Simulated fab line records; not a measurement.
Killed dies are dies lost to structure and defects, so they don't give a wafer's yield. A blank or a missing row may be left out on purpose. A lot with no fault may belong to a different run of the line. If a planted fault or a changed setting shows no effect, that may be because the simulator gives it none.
One fault through the eyes of 2 desks | flow nand harc | what lay behind the numbers comes last; until then each desk has only its own

THE DEFECT DESK
For each lot, the counts of the inspections along the route, averaged over the sampled wafers that have a number. The brackets show how far a lot's mean lies from the usual mean; more than 4 standard deviations puts the lot out of limits, marked OUT.
Columns: A = raw defect count at NHARC_P_CONTACT_INSPECT_27, usual 282
lot  | first seen here | A
L690 | day 9 03:51     | 253
L692 | day 9 17:38     | 267
L695 | day 10 23:58    | 280
L696 | day 11 12:49    | 186
L699 | day 12 15:02    | 235
L704 | day 14 23:20    | 130
This desk found nothing out of limits on any of the 6 lots.

DESK OF THE TOOL OWNER: litho track-06
The tool's own readings at NHARC_P_M0_PEB_07 (peb time 65 s): means of the sampled wafers that have a number, for each lot that ran on this tool. The brackets show how far a lot's mean lies from the usual mean; more than 4 standard deviations puts the lot out of limits, marked OUT.
Columns: A = heater power total W at NHARC_P_M0_PEB_07, usual 156.7 W; B = plate temp C at NHARC_P_M0_PEB_07, usual 100.00 C
lot  | first seen here | A                | B
L690 | day 9 04:42     | 156.9            | 100.11
L695 | day 11 00:47    | 153.4 (-8.1) OUT | 98.54 (-9.8) OUT
L696 | day 11 13:38    | 153.7 (-7.4) OUT | 98.57 (-9.5) OUT
Finding of this desk: L695, L696 out of limits; the first was L695 at day 11 00:47, on heater power total W at NHARC_P_M0_PEB_07. L690: within limits.

PUT TOGETHER
The tool owner's desk could have raised an alarm at day 11 00:47, on L695, L696.
Nothing the defect desk looked at was out of limits.
The defect desk has L695, L696 on record, within its limits.
The lots listed all ran NHARC_P_M0_PEB_07 on litho track-06.

WHAT WAS PUT IN BY THE SIMULATOR
Drift in process parameters on litho track-06 at NHARC_P_M0_PEB_07, starting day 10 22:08. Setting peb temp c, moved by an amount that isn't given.
Shown lots that were struck: L695, L696.
Time in hours from fault onset to the first out-of-limits reading at each desk: the tool owner's desk, 3.
